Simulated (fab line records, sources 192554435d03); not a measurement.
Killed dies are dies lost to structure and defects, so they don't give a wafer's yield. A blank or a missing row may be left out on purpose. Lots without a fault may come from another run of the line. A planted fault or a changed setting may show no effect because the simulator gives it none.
fab line records | flow n5_finfet
record lots=5 wafers=15 last_day=17
route steps=1938 shown ZERO_LAYER@5 WELL_APT@20 BEOL_M4@1111
lots that met no fault: from a run of the same line without faults
start_h: hours from the record's first day to the start of the lot's first wafer shown | wait_h: hours since the lot's step before | " the same as in the row above | L1.1+2: a row that stands for several wafers | - no value, or no start given | * or withheld: withheld | < > ~ a bound
route shown NAME@n: a module of which the file shows steps, and the number in the route of the first | usual: mean/standard deviation of fault-free wafers | same: alike in all rows | chamber/n: place in a boat | sites: the reading at each site | _std_site: their standard deviation | _edge_site: outer sites' mean less inner sites' | radius_mm: how far each site lies from the wafer's centre | mask NAME#n: copy n | behind: the tool/chamber that last shaped the wafer | hold: why the lot was held/for how many hours/how that ended | device: the transistor (n, p or np) that didn't switch | end of line: the same wafers' tests at the end of the route | a step without rows: its recipe alone | killed: dies lost to structure and defects at the first sort, not the wafer's yield | map: a wafer's dies, x killed, . not, _ none there
set.NAME: the setting as run; set.NAME@STEP: as run at that earlier step | model.NAME: the simulator's own value behind a step, which no gauge read
lots at some steps of the route; a table a step, a row a wafer
## steps
# step N5_ZERO_LAYER_HMDS_04
# recipe time_s=60 temp_c=120
# step N5_ZERO_LAYER_COAT_05
# recipe spin_rpm=1500 resist_thk_nm=1000
# step N5_ZERO_LAYER_EBR_07
# recipe solvent=PGMEA ebr_width_mm=1.5
# step N5_ZERO_LAYER_SOFTBAKE_06
# recipe temp_c=100 time_s=90
# step N5_ZERO_LAYER_EXPOSE_08
# recipe mask_id=ZERO na=0.55 source_shape=conventional sigma_outer=0.8 polarization=unpolarized defocus_nm=0 target_cd_nm=2000 dose_mj=16.2
# step N5_ZERO_LAYER_PEB_09
# recipe peb_temp_c=withheld peb_time_s=*
# step N5_ZERO_LAYER_DEVELOP_10
# recipe develop_time_s=60 rinse_liquid=diw dry=air_spin dev_temp_c=21
# step N5_ZERO_LAYER_HARDBAKE_23
# recipe temp_c=130 time_s=120
# step N5_ZERO_LAYER_DESCUM_16
# recipe chemistry=O2 time_s=7.9 source_power_w=50 bias_power_w=20 pressure_mtorr=20 rf_frequency_hz=2.712e+07 temp_c=40 o2_flow_sccm=225
# step N5_ZERO_LAYER_ETCH_17
# recipe chemistry=CF4 target=SiO2 target_depth_a=120 time_s=13.3 ion_energy_ev=350 pressure_mtorr=40 source_w=450 bias_w=215 Ar_flow_sccm=100 cf4_flow_sccm=100
# step N5_ZERO_LAYER_ETCH_18
# recipe chemistry=HBr/Cl2 target=Si target_depth_a=1200 time_s=40 pressure_mtorr=10 icp_w=800 bias_w=75 HBr_flow_sccm=150 Cl2_flow_sccm=80
# step N5_ZERO_LAYER_STRIP_24
# recipe chemistry=O2 power_w=1000 temp_c=250 overash_fraction=0.3 pressure_mtorr=1000 o2_flow_sccm=6750
# usual chamber_pressure_mTorr=999.9/0.92 drypump_motor_current_A=5.6/0.6 heater_power_w=324/19 oes_product_au=0.647/0.0047 strip_time_to_endpoint_s=43.88/0.092
# columns lot.wafer tool chamber start_h wait_h chamber_pressure_mTorr drypump_motor_current_A heater_power_w oes_product_au rf_hours_counter_h strip_time_to_endpoint_s
L714.2 plasma_asher-01 0 97.57 0.1 999.3 5.7 319 0.651 90 44.08
L714.5 " 0 " " 1001.9 5.7 321 0.647 - 44.00
L714.6 " 1 " " 1000.2 4.7 310 0.641 - 44.04
L718.4 plasma_asher-01 0 121.33 0.1 999.9 5.8 327 0.652 - 43.91
L718.5 " 0 " " 999.2 5.8 320 0.650 - 43.97
L718.6 " 1 " " 1001.2 4.7 310 0.652 - 43.99
L720.1 plasma_asher-01 1 133.03 0.1 1001.2 4.7 321 0.655 97 43.90
L720.3 " 0 " " 999.1 5.7 317 0.659 - 43.92
L720.5 " 0 " " 999.7 5.7 320 0.650 - 43.87
L722.1 plasma_asher-01 1 145.03 0.1 1001.2 4.7 321 0.648 99 43.99
L722.3 " 1 " " 998.9 4.7 322 0.647 - 43.88
L722.5 " 0 " " 1000.6 5.7 328 0.649 - 43.86
L723.1 plasma_asher-02 1 150.89 0.1 998.5 5.5 348 0.645 49 43.92
L723.2 " 0 " " 1000.0 6.4 302 0.642 49 43.85
L723.6 " 0 " " 1001.7 6.4 293 0.639 - 43.80
# step N5_ZERO_LAYER_STRIP_19
# recipe chemistry=SPM time_s=900 temp_c=130 h2so4_h2o2_vol_ratio=4 dry=ipa_marangoni
# step N5_ZERO_LAYER_INSPECT_20
# recipe inspect_instrument=darkfield mode=post_clean
# usual raw_defect_count=34/15
# columns lot.wafer tool chamber start_h wait_h raw_defect_count
L714.2 defect_inspect-02 - 97.93 0.0 58
L714.5 " - " " 92
L714.6 " - " " 32
L718.4 defect_inspect-02 - 121.67 0.0 971
L718.5 " - " " 944
L718.6 " - " " 979
L720.1 defect_inspect-01 - 133.42 0.0 949
L720.3 " - " " 977
L720.5 " - " " 921
L722.1 defect_inspect-02 - 145.39 0.0 983
L722.3 " - " " 974
L722.5 " - " " 919
L723.1 defect_inspect-02 - 151.27 0.0 83
L723.2 " - " " 67
L723.6 " - " " 49
# step N5_WELL_APT_HMDS_01
# recipe time_s=60 temp_c=120
# step N5_WELL_APT_COAT_02
# recipe spin_rpm=1357 resist_thk_nm=950
# step N5_WELL_APT_EBR_04
# recipe solvent=PGMEA ebr_width_mm=1.5
# step N5_WELL_APT_SOFTBAKE_03
# recipe temp_c=130 time_s=60
# step N5_WELL_APT_EXPOSE_05
# recipe mask_id=NWELL na=0.8 source_shape=conventional sigma_outer=0.8 polarization=unpolarized defocus_nm=0 target_cd_nm=200 dose_mj=20.3
# step N5_WELL_APT_PEB_06
# recipe peb_temp_c=130 peb_time_s=90
# step N5_WELL_APT_DEVELOP_07
# recipe develop_time_s=45 rinse_liquid=surfactant_rinse dry=air_spin dev_temp_c=21
# step N5_WELL_APT_HARDBAKE_12
# recipe temp_c=130 time_s=120
# step N5_WELL_APT_INSPECT_10
# recipe mode=adi inspect_instrument=macro
# usual raw_defect_count=2.0/1.5
# columns lot.wafer tool chamber start_h wait_h raw_defect_count
L714.2 defect_inspect-02 - 98.41 0.0 2
L714.5 " - " " 3
L714.6 " - " " 2
L718.4 defect_inspect-01 - 122.03 0.0 >300
L718.5 " - " " >300
L718.6 " - " " >300
L720.1 defect_inspect-01 - 133.90 0.0 >300
L720.3 " - " " >300
L720.5 " - " " >300
L722.1 defect_inspect-02 - 145.75 0.0 >300
L722.3 " - " " >300
L722.5 " - " " >300
L723.1 defect_inspect-02 - 151.99 0.0 2
L723.2 " - " " 1
L723.6 " - " " 3
# step N5_WELL_APT_DESCUM_13
# recipe chemistry=O2 time_s=7.9 source_power_w=50 bias_power_w=20 pressure_mtorr=20 rf_frequency_hz=2.712e+07 temp_c=40 o2_flow_sccm=225
# step N5_WELL_APT_IMPLANT_14
# recipe species=P energy_kev=160 dose_cm2=1.5e+13 tilt_deg=0 rotation_deg=0
# step N5_WELL_APT_IMPLANT_15
# recipe species=As energy_kev=25 dose_cm2=1.5e+13 tilt_deg=0 rotation_deg=0
# step N5_WELL_APT_STRIP_16
# recipe chemistry=SPM time_s=900 temp_c=130 h2so4_h2o2_vol_ratio=4 dry=ipa_marangoni
# step N5_WELL_APT_HMDS_18
# recipe time_s=60 temp_c=120
# step N5_WELL_APT_COAT_19
# recipe spin_rpm=1357 resist_thk_nm=950
# step N5_WELL_APT_EBR_21
# recipe solvent=PGMEA ebr_width_mm=1.5
# step N5_WELL_APT_SOFTBAKE_20
# recipe temp_c=130 time_s=60
# step N5_WELL_APT_EXPOSE_22
# recipe mask_id=PWELL na=0.8 source_shape=conventional sigma_outer=0.8 polarization=unpolarized defocus_nm=0 target_cd_nm=200 dose_mj=23.2
# step N5_WELL_APT_PEB_23
# recipe peb_temp_c=130 peb_time_s=90
# step N5_WELL_APT_DEVELOP_24
# recipe develop_time_s=45 rinse_liquid=surfactant_rinse dry=air_spin dev_temp_c=21
# step N5_WELL_APT_HARDBAKE_29
# recipe temp_c=130 time_s=120
# step N5_WELL_APT_INSPECT_27
# recipe mode=adi inspect_instrument=macro
# usual raw_defect_count=2.0/1.7
# columns lot.wafer tool chamber start_h wait_h raw_defect_count
L714.2 defect_inspect-02 - 99.56 0.0 3
L714.5 " - " " 1
L714.6 " - " " 1
L718.4 defect_inspect-02 - 123.27 0.0 >300
L718.5 " - " " >300
L718.6 " - " " >300
L720.1 defect_inspect-02 - 135.31 0.0 >300
L720.3 " - " " >300
L720.5 " - " " >300
L722.1 defect_inspect-01 - 147.16 0.0 >300
L722.3 " - " " >300
L722.5 " - " " >300
L723.1 defect_inspect-02 - 153.30 0.0 0
L723.2 " - " " 0
L723.6 " - " " 4
# step N5_WELL_APT_DESCUM_30
# recipe chemistry=O2 time_s=7.9 source_power_w=50 bias_power_w=20 pressure_mtorr=20 rf_frequency_hz=2.712e+07 temp_c=40 o2_flow_sccm=225
# step N5_WELL_APT_INSPECT_38
# recipe inspect_instrument=darkfield mode=post_epi
# usual raw_defect_count=13/5.1
# columns lot.wafer tool chamber start_h wait_h raw_defect_count
L714.2 defect_inspect-02 - 101.33 0.4 24
L714.5 " - " " 13
L714.6 " - " " 15
L718.4 defect_inspect-01 - 127.72 0.5 933
L718.5 " - " " 942
L718.6 " - " " 958
L720.1 defect_inspect-01 - 137.65 0.9 935
L720.3 " - " " 977
L720.5 " - " " 916
L722.1 defect_inspect-02 - 148.92 0.5 972
L722.3 " - " " 977
L722.5 " - " " 929
L723.1 defect_inspect-02 - 155.22 0.7 15
L723.2 " - " " 16
L723.6 " - " " 9
# step N5_BEOL_M4_RC_MEAS_101
# usual DIBL_N=36.4/1.5 DIBL_P=36.6/1.9 IOFF_N=0.155/0.021 IOFF_P=0.211/0.028 ION_N=671/8.6 ION_P=462/5.8 SS_N=71.5/0.5 SS_P=73.4/0.58 VT_N=250.1/2.4 VT_P=-250.1/3
# columns lot.wafer tool chamber start_h wait_h DIBL_N[mV/V] DIBL_P[mV/V] IOFF_N[nA/um] IOFF_P[nA/um] ION_N[uA/um] ION_P[uA/um] SS_N[mV/dec] SS_P[mV/dec] VT_N[mV] VT_P[mV]
L714.2 prober-02 0 244.65 0.2 35.9 35.0 0.149 0.202 665 453 71.5 73.0 251.1 -251.5
L714.5 " 0 " " 36.1 34.8 0.155 0.196 661 456 71.9 73.6 249.6 -249.0
L714.6 " 0 " " 33.7 32.7 0.121 0.173 652 449 70.4 72.9 251.0 -255.1
L718.4 prober-02 0 278.42 0.5 36.5 39.2 0.179 0.239 677 466 71.5 73.3 249.6 -249.1
L718.5 " 0 " " 35.6 37.8 0.161 0.225 674 464 71.4 73.4 250.0 -248.6
L718.6 " 0 " " 35.2 37.0 0.158 0.206 676 462 71.6 73.3 249.0 -249.4
L720.1 prober-01 0 283.95 0.0 37.1 38.6 0.172 0.229 689 473 72.1 74.1 248.8 -249.7
L720.3 " 0 " " 35.8 36.7 0.145 0.197 674 465 71.0 73.8 250.3 -251.3
L720.5 " 0 " " 36.2 36.7 0.147 0.193 671 456 71.8 73.7 249.4 -248.3
L722.1 prober-01 0 297.26 0.0 35.2 35.6 0.151 0.193 671 461 72.0 72.9 250.0 -251.9
L722.3 " 0 " " 34.2 34.3 0.145 0.181 672 460 71.6 72.7 252.7 -252.8
L722.5 " 0 " " 33.5 33.9 0.131 0.171 664 457 71.2 72.7 252.5 -252.1
L723.1 prober-02 0 308.25 0.0 34.5 34.4 0.117 0.138 674 460 70.9 72.5 252.8 -259.8
L723.2 " 0 " " 36.2 35.8 0.140 0.153 675 455 71.0 73.1 251.5 -257.3
L723.6 " 0 " " 37.7 38.3 0.170 0.188 680 454 70.7 74.0 247.1 -252.9
## key
first_sign step=N5_ZERO_LAYER_INSPECT_20 reading=raw_defect_count direction=up sigmas=61 usual=34 struck=957
effect step=N5_WELL_APT_INSPECT_10 reading=raw_defect_count direction=up sigmas=99+ usual=2.0 struck=>300
effect step=N5_WELL_APT_INSPECT_27 reading=raw_defect_count direction=up sigmas=99+ usual=2.0 struck=>300
effect step=N5_WELL_APT_INSPECT_38 reading=raw_defect_count direction=up sigmas=99+ usual=13 struck=949
met_at N5_ZERO_LAYER_STRIP_24
struck_wafers L718.4,L718.5,L718.6,L720.1,L720.3,L720.5,L722.1,L722.3,L722.5
rows_end L718.4,L718.5,L718.6,L720.1,L720.3,L720.5,L722.1,L722.3,L722.5
onset_between 97.57 121.33
fault kind=chamber_particle_source tool=plasma_asher-01 chamber=- onset_h=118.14 steps=N5_ZERO_LAYER_STRIP_24 rate_per_visit_cm2=1.4449
# rows_end: these wafers met a further fault down the route, and their rows from its step on are left out
